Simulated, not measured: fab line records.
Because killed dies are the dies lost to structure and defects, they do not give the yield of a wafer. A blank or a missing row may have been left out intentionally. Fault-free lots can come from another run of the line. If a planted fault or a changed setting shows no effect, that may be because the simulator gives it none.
fab line records	flow nand_harc
record lots=24	wafers=72	last_day=33
route steps=1302 shown P_BONDPAD@371 A_ONON_D1@439 A_CHANNEL_HOLE_D1@462
lots with no fault: from the same line, run without faults
start_h: the number of hours between the record's first day and the start of the first shown wafer of the lot	wait_h: hours since the lot's step before	" same as the row above	L1.1+2: a row that stands for several wafers	- no value, or no start given	* or withheld: withheld	< > ~ a bound
route shown NAME@n: a module of which the file shows steps, and the number in the route of the first	usual: mean/standard deviation taken from wafers without a fault	same: alike in all rows	chamber/n: place in a boat	sites: each site's reading	_std_site: standard deviation across them	_edge_site: mean of outer sites minus mean of inner sites	radius_mm: for every site, how far away it sits from the centre of the wafer	mask NAME#n: copy n	behind: the most recent tool/chamber to have shaped the wafer	hold: reason for holding the lot/hours on hold/outcome of the hold	device: the n, p or np transistor that did not switch	end of line: the same wafers' tests at the end of the route	step lacking rows: just its recipe	killed: not the wafer's yield, but the dies lost to structure and defects at the first sort	map: shows each die of a wafer: x if killed, . if not, _ if none is there
set.NAME: setting as actually run; set.NAME@STEP: the setting as run at that earlier step	model.NAME: the simulator's own value behind a step, which no gauge read
one table for each step of the route and one row for each wafer, over a sample of lots
services: the hour from which a tool's chamber was out of use, counted from the record's first day as start_h (under 0 if before that day), plus the number of hours and why
## steps
# step NHARC_P_BONDPAD_STRIP_15
# recipe o2_flow_sccm=500	ar_flow_sccm=0	bias_w=0	chemistry=O2
# usual drypump_motor_current_A=5.73/0.29	oes_product_au=0.998/0.012	rf_vpp_V=57.9/0.9	showerhead_plenum_p_Torr=3.59/0.11	throttle_valve_pct=17.036/0.0086
lot.wafer	tool	chamber	start_h	wait_h	drypump_motor_current_A	oes_product_au	rf_hours_counter_h	rf_vpp_V	showerhead_plenum_p_Torr	throttle_valve_pct
L074.1	rie_diel-07	2	141.50	0.1	6.11	1.008	0.6	57.1	3.66	17.031
L074.5	"	3	"	"	5.93	1.004	-	57.2	3.57	17.032
L074.6	"	0	"	"	5.51	0.986	-	58.0	3.53	17.039
L075.1	rie_diel-07	1	148.76	0.1	6.08	0.997	0.9	58.7	3.74	17.040
L075.4	"	2	"	"	6.15	1.010	0.7	58.9	3.66	17.045
L075.5	"	2	"	"	6.17	1.012	-	57.9	3.66	17.039
L076.3	rie_diel-07	3	154.28	0.1	5.94	0.992	0.7	58.7	3.57	17.035
L076.4	"	0	"	"	5.54	0.975	0.9	57.7	3.53	17.052
L076.6	"	0	"	"	5.53	0.985	-	58.0	3.53	17.027
L077.4	rie_diel-05	2	172.63	0.1	5.89	1.004	6.1	57.4	3.72	17.038
L077.6	"	3	"	"	5.36	0.991	-	59.9	3.48	17.040
L077.5	"	0	"	"	5.67	0.994	-	58.6	3.68	17.025
L078.3	rie_diel-12	1	174.46	0.1	5.24	0.965	3.2	58.5	3.38	17.046
L078.1	"	2	"	"	5.18	1.010	3.6	58.0	3.54	17.039
L078.6	"	3	"	"	6.05	0.994	-	59.0	3.64	17.036
L079.4	rie_diel-05	1	187.94	0.1	5.83	0.997	6.5	57.9	3.65	17.046
L079.3	"	3	"	"	5.38	1.001	8.0	56.9	3.48	17.036
L079.5	"	0	"	"	5.65	1.006	-	58.4	3.68	17.029
L081.1	rie_diel-07	0	203.24	0.1	5.52	0.992	2.0	60.1	3.53	17.037
L081.4	"	2	"	"	6.12	1.004	1.7	57.3	3.66	17.027
L081.6	"	0	"	"	5.48	0.992	-	58.4	3.53	17.022
L080.3	rie_diel-05	3	204.51	0.1	5.37	0.999	8.3	57.1	3.48	17.029
L080.4	"	0	"	"	5.67	1.007	7.8	58.3	3.67	17.030
L080.5	"	3	"	"	5.37	1.001	-	57.6	3.48	17.027
L082.3	rie_diel-05	1	216.64	0.1	5.83	0.986	7.9	59.0	3.65	17.028
L082.1	"	3	"	"	5.37	0.992	9.1	56.5	3.48	17.044
L082.5	"	0	"	"	5.66	1.011	-	58.0	3.67	17.042
L083.2	rie_diel-07	1	233.32	0.1	6.09	0.976	2.9	57.2	3.73	17.029
L083.1	"	2	"	"	6.16	1.005	2.5	59.5	3.66	17.027
L083.6	"	3	"	"	5.93	1.009	-	57.3	3.57	17.048
L084.1	rie_diel-12	2	245.54	0.1	5.17	1.026	7.5	58.2	3.54	17.039
L084.6	"	0	"	"	5.73	1.012	-	57.9	3.42	17.058
L084.5	"	1	"	"	5.24	0.995	-	59.6	3.37	17.050
L085.3	rie_diel-07	0	254.65	0.1	5.51	0.991	3.5	59.2	3.53	17.052
L085.6	"	3	"	"	5.94	1.000	-	58.2	3.57	17.032
L085.5	"	0	"	"	5.52	0.991	-	57.2	3.53	17.026
L087.1	rie_diel-05	2	262.30	0.1	5.87	1.004	1.5	58.5	3.71	17.049
L087.6	"	3	"	"	5.37	0.997	-	58.1	3.48	17.039
L087.5	"	0	"	"	5.67	1.008	-	55.5	3.67	17.020
L086.2	rie_diel-07	1	262.90	0.1	6.06	0.990	3.9	58.8	3.73	17.033
L086.4	"	3	"	"	5.92	1.008	3.5	58.2	3.57	17.043
L086.6	"	2	"	"	6.17	1.000	-	57.9	3.66	17.031
L088.3	rie_diel-07	0	281.83	0.1	5.57	0.989	4.4	57.5	3.53	17.024
L088.1	"	2	"	"	6.16	1.001	3.7	57.4	3.66	17.039
L088.6	"	0	"	"	5.53	0.987	-	58.1	3.53	17.036
L089.2	rie_diel-05	0	282.89	0.1	5.67	1.021	2.6	58.1	3.67	17.043
L089.3	"	1	"	"	5.84	0.986	3.3	56.5	3.64	17.037
L089.5	"	2	"	"	5.90	1.022	-	58.9	3.71	17.037
L090.4	rie_diel-05	1	296.54	0.1	5.85	0.993	4.2	57.1	3.64	17.037
L090.2	"	2	"	"	5.90	1.011	3.6	58.0	3.71	17.037
L090.3	"	0	"	"	5.66	1.027	3.6	58.7	3.67	17.035
L091.2	rie_diel-07	2	306.83	0.1	6.13	1.017	0.0	57.8	3.66	17.030
L091.5	"	3	"	"	5.93	0.991	-	58.7	3.57	17.034
L091.6	"	0	"	"	5.51	0.976	-	58.5	3.53	17.042
L092.2	rie_diel-12	0	311.94	0.1	5.73	0.984	2.1	57.3	3.42	17.039
L092.1	"	3	"	"	6.04	0.980	2.2	56.7	3.63	17.030
L092.5	"	0	"	"	5.73	0.996	-	57.8	3.42	17.026
L093.4	rie_diel-07	3	324.04	0.1	5.93	0.999	0.3	57.0	3.57	17.015
L093.2	"	2	"	"	6.15	1.000	0.3	56.0	3.66	17.033
L093.5	"	0	"	"	5.53	0.989	-	57.1	3.53	17.044
L094.4	rie_diel-05	3	331.59	0.1	5.35	1.033	5.9	56.2	3.48	17.040
L094.3	"	0	"	"	5.66	1.023	5.6	59.5	3.67	17.038
L094.6	"	0	"	"	5.65	1.020	-	59.2	3.67	17.048
L095.3	rie_diel-05	3	346.93	0.1	5.37	1.010	6.8	56.9	3.48	17.039
L095.6	"	2	"	"	5.90	1.001	-	57.7	3.71	17.028
L095.5	"	3	"	"	5.39	1.011	-	57.0	3.48	17.038
L096.1	rie_diel-12	0	355.51	0.1	5.72	0.995	3.4	58.0	3.42	17.043
L096.2	"	2	"	"	5.18	0.999	3.4	58.7	3.53	17.030
L096.5	"	1	"	"	5.24	0.982	-	57.1	3.37	17.041
L097.4	rie_diel-12	1	361.60	0.1	5.24	0.980	3.8	56.6	3.37	17.031
L097.3	"	3	"	"	6.04	0.980	4.3	56.9	3.63	17.042
L097.5	"	1	"	"	5.26	0.988	-	57.8	3.37	17.049
# step NHARC_A_ONON_D1_THK_MEAS_21
# recipe thk_meas_gauge=ellipsometry
# usual thk_nm=1002/9.8
lot.wafer	tool	chamber	start_h	wait_h	thk_nm
L074.1	film_metro-02	-	178.12	-	1014
L074.5	"	-	"	"	1014
L074.6	"	-	"	"	1013
L075.1	film_metro-01	-	189.39	-	1003
L075.4	"	-	"	"	1003
L075.5	"	-	"	"	1001
L076.3	film_metro-02	-	189.39	-	1003
L076.4	"	-	"	"	1001
L076.6	"	-	"	"	1002
L078.1	film_metro-01	-	210.47	-	995
L078.3	"	-	"	"	997
L078.6	"	-	"	"	998
L077.4	film_metro-02	-	210.49	-	992
L077.5	"	-	"	"	992
L077.6	"	-	"	"	992
L079.3	film_metro-02	-	223.73	-	997
L079.4	"	-	"	"	998
L079.5	"	-	"	"	1000
L080.3	film_metro-02	-	243.74	-	1002
L080.4	"	-	"	"	1003
L080.5	"	-	"	"	1002
L081.1	film_metro-01	-	243.77	-	1002
L081.4	"	-	"	"	1001
L081.6	"	-	"	"	1002
L082.1	film_metro-01	-	253.59	-	1013
L082.3	"	-	"	"	1012
L082.5	"	-	"	"	1016
L083.1	film_metro-01	-	269.18	-	1001
L083.2	"	-	"	"	999
L083.6	"	-	"	"	1002
L084.1	film_metro-01	-	284.39	-	1022
L084.5	"	-	"	"	1023
L084.6	"	-	"	"	1022
L085.3	film_metro-02	-	292.48	-	1004
L085.5	"	-	"	"	1004
L085.6	"	-	"	"	1004
L087.1	film_metro-02	-	300.08	-	1004
L087.5	"	-	"	"	1004
L087.6	"	-	"	"	1004
L086.2	film_metro-02	-	300.10	-	975
L086.4	"	-	"	"	972
L086.6	"	-	"	"	974
L088.1	film_metro-02	-	320.98	-	1007
L088.3	"	-	"	"	1004
L088.6	"	-	"	"	1005
L089.2	film_metro-02	-	320.99	-	1000
L089.3	"	-	"	"	1000
L089.5	"	-	"	"	1000
L090.2	film_metro-02	-	336.56	-	1009
L090.3	"	-	"	"	1010
L090.4	"	-	"	"	1011
L091.2	film_metro-02	-	347.30	-	983
L091.5	"	-	"	"	982
L091.6	"	-	"	"	985
L092.1	film_metro-01	-	351.47	-	1000
L092.2	"	-	"	"	999
L092.5	"	-	"	"	997
L093.2	film_metro-02	-	362.30	-	1008
L093.4	"	-	"	"	1008
L093.5	"	-	"	"	1009
L094.3	film_metro-02	-	367.81	-	996
L094.4	"	-	"	"	994
L094.6	"	-	"	"	997
L095.3	film_metro-02	-	399.50	-	1014
L095.5	"	-	"	"	1014
L095.6	"	-	"	"	1013
L096.1	film_metro-02	-	399.51	-	997
L096.2	"	-	"	"	998
L096.5	"	-	"	"	997
L097.3	film_metro-02	-	414.73	-	1000
L097.4	"	-	"	"	999
L097.5	"	-	"	"	1002
# step NHARC_A_CHANNEL_HOLE_D1_CD_MEAS_10
# recipe target_cd_nm=100	landing_energy_ev=500
# usual cd_nm=100.0/0.62
lot.wafer	tool	chamber	start_h	wait_h	cd_nm
L074.1	cd_sem-02	0	183.83	-	99.6
L074.5	"	0	"	"	100.4
L074.6	"	0	"	"	99.4
L076.3	cd_sem-03	0	194.61	-	98.7
L076.4	"	0	"	"	100.1
L076.6	"	0	"	"	99.1
L075.1	cd_sem-01	0	194.89	-	99.7
L075.4	"	0	"	"	100.7
L075.5	"	0	"	"	100.3
L077.4	cd_sem-02	0	215.62	-	100.5
L077.5	"	0	"	"	99.5
L077.6	"	0	"	"	99.8
L078.1	cd_sem-03	0	216.76	-	100.4
L078.3	"	0	"	"	99.8
L078.6	"	0	"	"	101.2
L079.3	cd_sem-01	0	228.72	-	99.9
L079.4	"	0	"	"	100.6
L079.5	"	0	"	"	99.0
L080.3	cd_sem-01	0	252.05	-	98.7
L080.4	"	0	"	"	100.7
L080.5	"	0	"	"	99.5
L081.1	cd_sem-01	0	253.84	-	100.6
L081.4	"	0	"	"	100.1
L081.6	"	0	"	"	100.0
L082.1	cd_sem-02	0	260.87	-	101.0
L082.3	"	0	"	"	101.1
L082.5	"	0	"	"	100.7
L083.1	cd_sem-03	0	275.65	-	100.3
L083.2	"	0	"	"	100.6
L083.6	"	0	"	"	100.6
L084.1	cd_sem-03	0	289.37	-	100.0
L084.5	"	0	"	"	100.7
L084.6	"	0	"	"	99.6
L085.3	cd_sem-03	0	299.97	-	100.3
L085.5	"	0	"	"	100.5
L085.6	"	0	"	"	100.1
L086.2	cd_sem-02	0	305.21	-	99.4
L086.4	"	0	"	"	99.4
L086.6	"	0	"	"	99.3
L087.1	cd_sem-01	0	307.23	-	100.3
L087.5	"	0	"	"	100.3
L087.6	"	0	"	"	99.1
L088.1	cd_sem-01	0	325.91	-	99.8
L088.3	"	0	"	"	100.6
L088.6	"	0	"	"	99.7
L089.2	cd_sem-02	0	326.19	-	100.3
L089.3	"	0	"	"	100.1
L089.5	"	0	"	"	100.6
L090.2	cd_sem-02	0	341.52	-	100.1
L090.3	"	0	"	"	99.9
L090.4	"	0	"	"	100.2
L091.2	cd_sem-01	0	353.63	-	100.2
L091.5	"	0	"	"	99.6
L091.6	"	0	"	"	99.5
L092.1	cd_sem-01	0	356.53	-	100.7
L092.2	"	0	"	"	100.4
L092.5	"	0	"	"	99.9
L093.2	cd_sem-02	0	368.60	-	100.0
L093.4	"	0	"	"	100.2
L093.5	"	0	"	"	99.7
L094.3	cd_sem-01	0	373.86	-	101.2
L094.4	"	0	"	"	100.9
L094.6	"	0	"	"	100.5
L095.3	cd_sem-01	0	406.73	-	100.3
L095.5	"	0	"	"	100.6
L095.6	"	0	"	"	100.5
L096.1	cd_sem-01	0	406.98	-	100.0
L096.2	"	0	"	"	99.6
L096.5	"	0	"	"	100.6
L097.3	cd_sem-01	0	419.69	-	98.8
L097.4	"	0	"	"	98.6
L097.5	"	0	"	"	99.9
# step NHARC_A_CHANNEL_HOLE_D1_ETCH_38
# recipe target_depth_a=390	over_etch_frac=0.3	time_s=65	ion_energy_ev=80	cf4_flow_sccm=150	ar_flow_sccm=0	rf_w=300	bias_w=100	chemistry=CF4
# usual drypump_motor_current_A=5.5/0.31	oes_product_au=1.004/0.016	rf_vpp_V=151.4/1.2	showerhead_plenum_p_Torr=1.77/0.06	throttle_valve_pct=13.285/0.0091
lot.wafer	tool	chamber	start_h	wait_h	drypump_motor_current_A	oes_product_au	rf_hours_counter_h	rf_vpp_V	showerhead_plenum_p_Torr	throttle_valve_pct
L074.1	rie_diel-03	3	184.11	0.1	5.4	1.014	21	151.0	1.71	13.293
L074.6	"	2	"	"	6.2	0.998	-	149.0	1.70	13.282
L074.5	"	3	"	"	5.4	1.024	-	151.3	1.71	13.274
L076.3	rie_diel-04	1	194.88	0.1	5.4	1.002	1	152.1	1.82	13.285
L076.4	"	2	"	"	5.1	0.981	1	152.0	1.81	13.271
L076.6	"	0	"	"	5.5	1.015	-	151.6	1.77	13.280
L075.1	rie_diel-13	0	195.19	0.1	5.9	1.015	6	150.6	1.83	13.281
L075.4	"	3	"	"	5.1	0.987	8	149.1	1.69	13.280
L075.5	"	0	"	"	5.9	1.003	-	152.8	1.83	13.274
L077.4	rie_diel-04	0	215.91	0.1	5.5	1.013	2	150.3	1.77	13.276
L077.6	"	1	"	"	5.4	1.004	-	151.7	1.82	13.290
L077.5	"	2	"	"	5.1	0.971	-	152.3	1.81	13.277
L078.1	rie_diel-04	0	217.04	0.1	5.5	1.002	2	150.3	1.78	13.270
L078.3	"	2	"	"	5.1	0.969	3	153.4	1.81	13.271
L078.6	"	3	"	"	5.8	1.018	-	150.2	1.69	13.287
L079.3	rie_diel-04	1	228.99	0.1	5.4	1.016	4	151.9	1.82	13.282
L079.4	"	2	"	"	5.1	0.976	4	151.1	1.81	13.291
L079.5	"	0	"	"	5.5	1.011	-	149.8	1.77	13.299
L080.3	rie_diel-13	3	252.32	0.1	5.1	1.013	28	149.9	1.69	13.305
L080.4	"	2	"	"	6.1	1.033	27	153.2	1.88	13.288
L080.5	"	0	"	"	5.9	1.002	-	151.4	1.83	13.273
L081.4	rie_diel-04	3	254.12	0.1	5.8	1.021	5	150.0	1.69	13.278
L081.1	"	1	"	"	5.4	1.034	6	151.8	1.82	13.285
L081.6	"	3	"	"	5.8	1.021	-	150.8	1.69	13.292
L082.1	rie_diel-03	3	261.14	0.1	5.4	1.022	41	151.5	1.71	13.297
L082.3	"	2	"	"	6.1	0.986	41	149.3	1.69	13.294
L082.5	"	3	"	"	5.4	1.022	-	149.8	1.71	13.282
L083.1	rie_diel-04	1	275.93	0.1	5.4	1.017	7	153.1	1.82	13.284
L083.2	"	2	"	"	5.1	0.991	7	152.8	1.80	13.287
L083.6	"	1	"	"	5.4	1.013	-	151.1	1.82	13.298
L084.1	rie_diel-04	1	289.68	0.1	5.4	1.015	9	150.9	1.82	13.284
L084.6	"	3	"	"	5.8	1.017	-	150.4	1.69	13.298
L084.5	"	1	"	"	5.4	1.017	-	152.1	1.82	13.277
L085.3	rie_diel-04	3	300.24	0.1	5.8	1.011	10	149.7	1.69	13.306
L085.6	"	2	"	"	5.1	0.975	-	152.5	1.80	13.282
L085.5	"	3	"	"	5.8	1.009	-	150.5	1.69	13.277
L086.2	rie_diel-04	1	305.49	0.1	5.4	1.023	11	153.8	1.82	13.276
L086.4	"	2	"	"	5.1	0.973	10	150.9	1.80	13.283
L086.6	"	0	"	"	5.5	0.999	-	151.7	1.77	13.273
L087.1	rie_diel-13	2	307.52	0.1	6.0	1.019	45	153.4	1.88	13.279
L087.6	"	1	"	"	5.5	0.990	-	152.9	1.84	13.276
L087.5	"	2	"	"	6.0	1.024	-	152.4	1.88	13.270
L088.3	rie_diel-04	0	326.19	0.1	5.5	1.015	10	151.2	1.77	13.275
L088.1	"	2	"	"	5.1	0.980	12	150.9	1.80	13.274
L088.6	"	0	"	"	5.5	1.014	-	150.6	1.77	13.276
L089.3	rie_diel-04	1	326.52	0.1	5.4	1.018	12	152.0	1.82	13.273
L089.2	"	3	"	"	5.8	1.016	12	151.2	1.69	13.286
L089.5	"	1	"	"	5.4	1.020	-	152.7	1.82	13.290
L090.4	rie_diel-04	1	341.80	0.1	5.4	1.011	13	151.0	1.82	13.292
L090.2	"	2	"	"	5.1	0.978	14	153.2	1.80	13.277
L090.3	"	3	"	"	5.8	1.025	14	150.5	1.69	13.277
L091.2	rie_diel-04	0	353.92	0.1	5.5	0.994	14	151.2	1.77	13.284
L091.5	"	1	"	"	5.4	1.014	-	150.1	1.81	13.289
L091.6	"	2	"	"	5.1	0.982	-	152.7	1.80	13.292
L092.1	rie_diel-03	2	356.89	0.1	6.2	0.999	22	149.2	1.68	13.282
L092.2	"	3	"	"	5.4	1.023	26	150.2	1.70	13.275
L092.5	"	1	"	"	5.7	1.018	-	150.9	1.79	13.298
L093.4	rie_diel-04	3	368.86	0.1	5.8	1.004	0	147.7	1.68	13.289
L093.2	"	1	"	"	5.4	1.004	0	151.2	1.81	13.293
L093.5	"	0	"	"	5.5	0.986	-	150.5	1.77	13.292
L094.3	rie_diel-04	1	374.13	0.1	5.4	0.995	1	152.5	1.81	13.282
L094.4	"	2	"	"	5.1	0.981	1	150.9	1.80	13.293
L094.6	"	1	"	"	5.4	1.004	-	152.2	1.81	13.290
L095.3	rie_diel-04	1	407.01	0.1	5.4	0.999	3	152.7	1.81	13.288
L095.6	"	1	"	"	5.4	0.996	-	152.9	1.81	13.295
L095.5	"	0	"	"	5.5	0.990	-	152.2	1.77	13.298
L096.2	rie_diel-13	2	407.26	0.1	6.1	1.005	11	153.4	1.87	13.304
L096.1	"	1	"	"	5.5	1.018	9	153.6	1.83	13.292
L096.5	"	1	"	"	5.5	1.012	-	151.3	1.83	13.279
L097.3	rie_diel-04	2	419.97	0.1	5.1	0.984	3	151.2	1.80	13.288
L097.4	"	3	"	"	5.8	1.003	4	149.3	1.68	13.296
L097.5	"	2	"	"	5.1	0.976	-	152.8	1.80	13.286
# step NHARC_A_CHANNEL_HOLE_D1_ETCH_19
# recipe bias_v=1200	source_w=2500	pressure_mtorr=15	time_s=34.5	ar_flow_sccm=375	c4f8_flow_sccm=28.8	o2_flow_sccm=96.2	temp_c=-20	target_depth_a=*	chemistry=C4F8/O2/Ar
# usual drypump_motor_current_A=5.5/0.41	showerhead_plenum_p_Torr=3.68/0.12	throttle_valve_pct=37.038/0.0094
lot.wafer	tool	chamber	start_h	wait_h	drypump_motor_current_A	rf_hours_counter_h	showerhead_plenum_p_Torr	throttle_valve_pct
L074.1	har_etch-01	0	185.23	0.1	5.3	84	3.56	37.034
L074.6	"	1	"	"	6.1	-	3.78	37.032
L074.5	"	0	"	"	5.2	-	3.56	37.040
L076.3	har_etch-02	1	196.02	0.1	5.8	-	3.62	37.043
L076.4	"	0	"	"	5.1	-	3.81	37.050
L076.6	"	1	"	"	5.8	-	3.62	37.037
L075.1	har_etch-01	1	197.43	1.2	6.1	95	3.77	37.028
L075.4	"	0	"	"	5.2	-	3.56	37.037
L075.5	"	1	"	"	6.1	-	3.77	37.050
L077.4	har_etch-01	1	217.02	0.1	6.0	-	3.77	37.027
L077.5	"	1	"	"	6.1	-	3.77	37.040
L077.6	"	0	"	"	5.2	-	3.55	37.031
L078.1	har_etch-02	1	219.46	1.4	5.8	320	3.61	37.040
L078.3	"	0	"	"	5.0	-	3.80	37.048
L078.6	"	1	"	"	5.8	-	3.61	37.041
L079.3	har_etch-01	0	230.12	0.1	5.3	-	3.55	37.052
L079.4	"	1	"	"	6.1	-	3.76	37.031
L079.5	"	1	"	"	6.1	-	3.76	37.028
L080.4	har_etch-02	1	253.45	0.1	5.7	-	3.61	37.031
L080.3	"	0	"	"	5.1	-	3.79	37.043
L080.5	"	1	"	"	5.7	-	3.61	37.043
L081.1	har_etch-01	1	255.25	0.1	6.1	122	3.76	37.044
L081.4	"	1	"	"	6.1	-	3.76	37.042
L081.6	"	0	"	"	5.2	-	3.54	37.034
L082.1	har_etch-02	1	262.28	0.1	5.8	336	3.61	37.035
L082.3	"	0	"	"	5.1	-	3.79	37.037
L082.5	"	1	"	"	5.7	-	3.61	37.043
L083.1	har_etch-02	1	277.68	0.7	5.8	347	3.60	37.037
L083.2	"	0	"	"	5.1	347	3.78	37.045
L083.6	"	1	"	"	5.8	-	3.60	37.050
L084.1	har_etch-02	1	290.96	0.1	5.8	355	3.60	37.018
L084.5	"	0	"	"	5.1	-	3.78	37.047
L084.6	"	1	"	"	5.8	-	3.59	37.035
L085.3	har_etch-01	0	303.13	1.9	5.2	-	3.53	37.027
L085.5	"	0	"	"	5.2	-	3.53	37.037
L085.6	"	1	"	"	6.1	-	3.74	37.023
L086.2	har_etch-02	1	307.29	0.8	5.8	366	3.59	37.049
L086.4	"	1	"	"	5.8	-	3.59	37.042
L086.6	"	1	"	"	5.8	-	3.59	37.031
L087.1	har_etch-02	0	311.52	2.8	5.1	370	3.77	37.049
L087.5	"	1	"	"	5.8	-	3.59	37.022
L087.6	"	0	"	"	5.1	-	3.77	37.020
L088.1	har_etch-02	0	327.40	0.1	5.1	374	3.77	37.045
L088.3	"	1	"	"	5.8	-	3.58	37.037
L088.6	"	1	"	"	5.7	-	3.58	37.033
L089.2	har_etch-01	0	327.86	0.1	5.2	164	3.52	37.031
L089.3	"	1	"	"	6.1	-	3.73	37.043
L089.5	"	1	"	"	6.1	-	3.73	37.048
L090.2	har_etch-01	0	342.90	0.1	5.2	172	3.52	37.022
L090.4	"	0	"	"	5.2	-	3.52	37.032
L090.3	"	1	"	"	6.1	-	3.73	37.016
L091.2	har_etch-02	1	355.01	0.1	5.7	390	3.58	37.037
L091.6	"	0	"	"	5.1	-	3.76	37.041
L091.5	"	1	"	"	5.8	-	3.58	37.037
L092.1	har_etch-01	0	357.98	0.1	5.3	179	3.51	37.027
L092.2	"	1	"	"	6.1	179	3.72	37.029
L092.5	"	0	"	"	5.2	-	3.51	37.029
L093.2	har_etch-01	1	373.97	4.1	6.1	194	3.72	37.046
L093.4	"	0	"	"	5.2	-	3.50	37.036
L093.5	"	0	"	"	5.2	-	3.50	37.044
L094.4	har_etch-02	1	375.55	0.4	5.8	-	3.57	37.042
L094.3	"	0	"	"	5.1	-	3.75	37.049
L094.6	"	0	"	"	5.1	-	3.75	37.050
L095.3	har_etch-01	0	408.34	0.1	5.2	-	3.50	37.047
L095.5	"	0	"	"	5.2	-	3.50	37.047
L095.6	"	1	"	"	6.1	-	3.71	37.030
L096.2	har_etch-02	1	410.33	1.8	5.8	4	3.98	37.033
L096.1	"	0	"	"	5.1	4	3.74	37.034
L096.5	"	0	"	"	5.1	-	3.74	37.053
L097.3	har_etch-02	1	421.32	0.1	5.8	-	3.98	37.057
L097.4	"	0	"	"	5.1	-	3.74	37.017
L097.5	"	0	"	"	5.1	-	3.74	37.035
# step NHARC_A_CHANNEL_HOLE_D1_ETCH_25
# recipe bias_v=5000	source_w=withheld	pressure_mtorr=20	time_s=1040.2	ar_flow_sccm=375	c4f8_flow_sccm=93.8	o2_flow_sccm=31.2	temp_c=-20	target_depth_a=15000	chemistry=C4F8/O2/Ar
# usual drypump_motor_current_A=5.5/0.41	showerhead_plenum_p_Torr=3.63/0.11	throttle_valve_pct=32.236/0.0086
lot.wafer	tool	chamber	start_h	wait_h	drypump_motor_current_A	rf_hours_counter_h	showerhead_plenum_p_Torr	throttle_valve_pct
L074.1	har_etch-01	0	188.26	0.7	5.2	87	3.52	32.245
L074.6	"	1	"	"	6.1	-	3.73	32.245
L074.5	"	0	"	"	5.2	-	3.52	32.227
L076.3	har_etch-02	1	199.17	0.7	5.8	-	3.58	32.236
L076.4	"	0	"	"	5.1	-	3.75	32.223
L076.6	"	1	"	"	5.8	-	3.58	32.243
L075.1	har_etch-01	1	200.47	0.7	6.1	98	3.72	32.243
L075.4	"	0	"	"	5.3	-	3.52	32.247
L075.5	"	1	"	"	6.1	-	3.72	32.250
L077.4	har_etch-01	1	220.19	0.7	6.1	-	3.72	32.236
L077.5	"	1	"	"	6.1	-	3.72	32.229
L077.6	"	0	"	"	5.2	-	3.51	32.235
L078.1	har_etch-02	1	222.35	0.6	5.8	323	3.57	32.236
L078.3	"	0	"	"	5.1	-	3.75	32.231
L078.6	"	1	"	"	5.8	-	3.57	32.236
L079.3	har_etch-01	0	233.29	0.7	5.2	-	3.51	32.224
L079.4	"	1	"	"	6.1	-	3.71	32.258
L079.5	"	1	"	"	6.1	-	3.71	32.232
L080.4	har_etch-02	1	256.60	0.7	5.7	-	3.57	32.224
L080.3	"	0	"	"	5.1	-	3.74	32.248
L080.5	"	1	"	"	5.8	-	3.56	32.249
L081.1	har_etch-01	1	258.26	0.7	6.1	125	3.71	32.243
L081.4	"	1	"	"	6.1	-	3.71	32.227
L081.6	"	0	"	"	5.3	-	3.50	32.256
L082.1	har_etch-02	1	265.29	0.7	5.8	339	3.56	32.248
L082.3	"	0	"	"	5.1	-	3.74	32.225
L082.5	"	1	"	"	5.8	-	3.56	32.236
L083.1	har_etch-02	1	280.58	0.6	5.8	350	3.56	32.227
L083.2	"	0	"	"	5.1	350	3.73	32.230
L083.6	"	1	"	"	5.7	-	3.56	32.221
L084.1	har_etch-02	1	293.98	0.7	5.8	358	3.55	32.229
L084.5	"	0	"	"	5.1	-	3.73	32.234
L084.6	"	1	"	"	5.8	-	3.55	32.241
L085.3	har_etch-01	0	306.30	0.7	5.2	-	3.49	32.235
L085.5	"	0	"	"	5.2	-	3.49	32.244
L085.6	"	1	"	"	6.1	-	3.69	32.236
L086.2	har_etch-02	1	310.22	0.6	5.8	369	3.55	32.244
L086.4	"	1	"	"	5.8	-	3.55	32.232
L086.6	"	1	"	"	5.8	-	3.55	32.232
L087.1	har_etch-02	0	314.54	0.7	5.1	373	3.72	32.242
L087.5	"	1	"	"	5.8	-	3.54	32.225
L087.6	"	0	"	"	5.1	-	3.72	32.233
L088.1	har_etch-02	0	330.27	0.6	5.1	377	3.72	32.251
L088.3	"	1	"	"	5.8	-	3.54	32.238
L088.6	"	1	"	"	5.8	-	3.54	32.230
L089.2	har_etch-01	0	330.88	0.7	5.2	167	3.48	32.254
L089.3	"	1	"	"	6.1	-	3.68	32.246
L089.5	"	1	"	"	6.1	-	3.68	32.250
L090.2	har_etch-01	0	345.80	0.6	5.2	174	3.48	32.234
L090.4	"	0	"	"	5.2	-	3.48	32.233
L090.3	"	1	"	"	6.1	-	3.68	32.227
L091.2	har_etch-02	1	358.03	0.7	5.8	392	3.53	32.217
L091.6	"	0	"	"	5.1	-	3.71	32.238
L091.5	"	1	"	"	5.8	-	3.53	32.248
L092.1	har_etch-01	0	360.88	0.6	5.2	182	3.47	32.235
L092.2	"	1	"	"	6.1	182	3.68	32.233
L092.5	"	0	"	"	5.3	-	3.47	32.239
L093.2	har_etch-01	1	376.85	0.6	6.1	197	3.67	32.224
L093.4	"	0	"	"	5.2	-	3.46	32.250
L093.5	"	0	"	"	5.2	-	3.46	32.244
L094.4	har_etch-02	1	378.70	0.7	5.8	-	3.52	32.239
L094.3	"	0	"	"	5.1	-	3.70	32.230
L094.6	"	0	"	"	5.1	-	3.70	32.244
L095.3	har_etch-01	0	411.50	0.7	5.2	-	3.46	32.238
L095.5	"	0	"	"	5.2	-	3.46	32.229
L095.6	"	1	"	"	6.1	-	3.66	32.235
L096.2	har_etch-02	1	413.23	0.6	5.8	7	3.92	32.246
L096.1	"	0	"	"	5.1	7	3.69	32.216
L096.5	"	0	"	"	5.1	-	3.69	32.247
L097.3	har_etch-02	1	424.47	0.7	5.8	-	3.92	32.233
L097.4	"	0	"	"	5.1	-	3.69	32.228
L097.5	"	0	"	"	5.1	-	3.69	32.243
## services
tool	chamber	start_h	hours	kind
rie_diel-12	-	142.05	0.9	repair
rie_diel-12	3	151.57	7.4	repair
rie_diel-04	1	151.69	5.0	repair
rie_diel-07	2	161.82	7.6	repair
rie_diel-04	-	177.90	9.0	pm
rie_diel-07	3	177.97	5.0	repair
rie_diel-12	3	180.08	8.4	repair
rie_diel-12	1	209.15	14.6	repair
rie_diel-05	-	229.60	9.0	pm
rie_diel-05	0	243.66	16.9	repair
rie_diel-07	2	245.21	9.8	repair
rie_diel-12	-	268.40	9.0	pm
rie_diel-04	0	282.03	9.4	repair
rie_diel-07	-	294.20	9.0	pm
rie_diel-04	-	299.06	0.3	repair
rie_diel-05	-	334.32	0.8	repair
rie_diel-07	3	342.91	16.7	repair
rie_diel-04	-	354.90	9.0	pm
rie_diel-07	0	356.81	15.2	repair
har_etch-02	-	379.67	17.0	pm
rie_diel-04	2	399.18	15.8	repair
rie_diel-05	-	406.64	9.0	pm
rie_diel-07	1	410.99	5.0	repair
rie_diel-07	1	424.25	30.2	repair
## key
fault none
